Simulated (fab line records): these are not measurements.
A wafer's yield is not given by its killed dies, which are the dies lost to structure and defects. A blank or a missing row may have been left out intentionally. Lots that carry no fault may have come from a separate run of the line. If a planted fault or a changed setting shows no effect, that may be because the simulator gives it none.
3 desks looking at one fault	flow n5Finfet	each desk holds nothing but its own numbers, with what lay behind them at the end

## THE TOOL OWNER'S DESK: implanter-02
For each lot that ran on this tool, the mean over its sampled wafers that have a number, from the tool's own readings at N5_WELL_APT_IMPLANT_14. A lot is out of limits, marked OUT, if its mean lies more than 4 standard deviations from the usual mean; the brackets give that distance.
Columns: A = doseIonsCm2 at N5_WELL_APT_IMPLANT_14, usual 1.4998e+13; B = faradayCurrentUA at N5_WELL_APT_IMPLANT_14, usual 190; C = tiltDeg at N5_WELL_APT_IMPLANT_14, usual -0.002 degrees
lot	first seen here	A	B	C
L924	day 3 02:28	1.4989e+13	191	0.007
L926	day 3 13:56	1.4998e+13	192	0.006
L930	day 4 14:09	1.4993e+13	191	0.025
L932	day 5 01:46	1.4986e+13	190	-0.004
L934	day 5 13:59	1.4981e+13	192	-0.009
L940	day 7 01:54	1.8079e+13 (+99 or more) OUT	232 (+12) OUT	0.003
L941	day 7 07:47	1.8060e+13 (+99 or more) OUT	230 (+11) OUT	-0.013
Finding of this desk: L940, L941 out of limits; the first was L940 at day 7 01:54, on doseIonsCm2 at N5_WELL_APT_IMPLANT_14. Within limits: L924, L926, L930, L932, L934.

## THE METROLOGY DESK
What the gauges read for every lot (on any tool): the sampled wafers with a number, averaged. A lot is out of limits, marked OUT, if its mean lies more than 4 standard deviations from the usual mean; the brackets give that distance. 7 of its 11 readings are shown: the first one out of limits and those lying furthest out on some lot.
Columns: A = DIBL_P at N5_BEOL_M4_RC_MEAS_101, usual 35.7 mV/V; B = ION_N at N5_BEOL_M4_RC_MEAS_101, usual 673 uA/um; C = ION_P at N5_BEOL_M4_RC_MEAS_101, usual 462 uA/um; D = RS_NWELL at N5_BEOL_M4_RC_MEAS_101, usual 1036 ohm/sq; E = SS_N at N5_BEOL_M4_RC_MEAS_101, usual 71.4 mV/dec; F = VT_N at N5_BEOL_M4_RC_MEAS_101, usual 249.7 mV; G = VT_P at N5_BEOL_M4_RC_MEAS_101, usual -250 mV
lot	first seen here	A	B	C	D	E	F	G
L921	day 8 15:06	32.8	682	476	1035	71.3	248.2	-246
L924	day 9 06:56	37.3	677	450	1032	72.2	249.7	-253
L926	day 9 18:08	35.7	665	460	1038	71.0	251.4	-250
L930	day 10 21:25	36.2	671	460	1038	71.6	250.4	-250
L931	day 11 04:47	37.2	672	467	1034	71.2	250.1	-247
L932	day 11 12:26	34.5	656	455	1041	71.0	253.6	-251
L934	day 11 15:35	36.9	686	470	1026	71.7	247.8	-246
L941	day 14 16:55	35.8	675	472	938 (-15) OUT	70.9	248.7	-248
L940	day 15 05:43	35.1	675	470	936 (-16) OUT	71.0	247.4	-244
This desk's finding: out of limits on L940, L941; first on L941, day 14 16:55 (RS_NWELL at N5_BEOL_M4_RC_MEAS_101). Within limits: L921, L924, L926, L930, L931, L932, L934.

## THE DEFECT DESK
What the inspections along the route counted, lot by lot: means of the sampled wafers that have a number. A lot is out of limits, marked OUT, if its mean lies more than 4 standard deviations from the usual mean; the brackets give that distance.
Columns: A = rawDefectCount at N5_ZERO_LAYER_INSPECT_20, usual 34
lot	first seen here	A
L921	day 2 07:35	27
L924	day 3 01:25	22
L926	day 3 13:23	28
L930	day 4 13:16	23
L931	day 4 19:26	15
L932	day 5 01:16	32
L934	day 5 13:30	33
L940	day 7 01:25	48
L941	day 7 07:17	23
This desk found nothing out of limits on any of the 9 lots.

## PUT TOGETHER
On L940, L941, at day 7 01:54, an alarm was possible from the tool owner's desk.
At day 14 16:55 the metrology desk could have sounded an alarm, on L940, L941.
No out-of-limits result turned up at the defect desk.
The defect desk has L940, L941 on record, within its limits.
All the named lots went through N5_WELL_APT_IMPLANT_14 on implanter-02.

## WHAT THE SIMULATOR HAD INSERTED
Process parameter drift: implanter-02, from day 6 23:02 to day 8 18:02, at N5_WELL_APT_IMPLANT_14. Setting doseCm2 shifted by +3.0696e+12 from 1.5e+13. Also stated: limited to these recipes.
Struck lots among those shown: L940, L941.
Counting hours from when the fault started, the first reading out of limits came at 3 for the tool owner's desk and at 186 for the metrology desk.
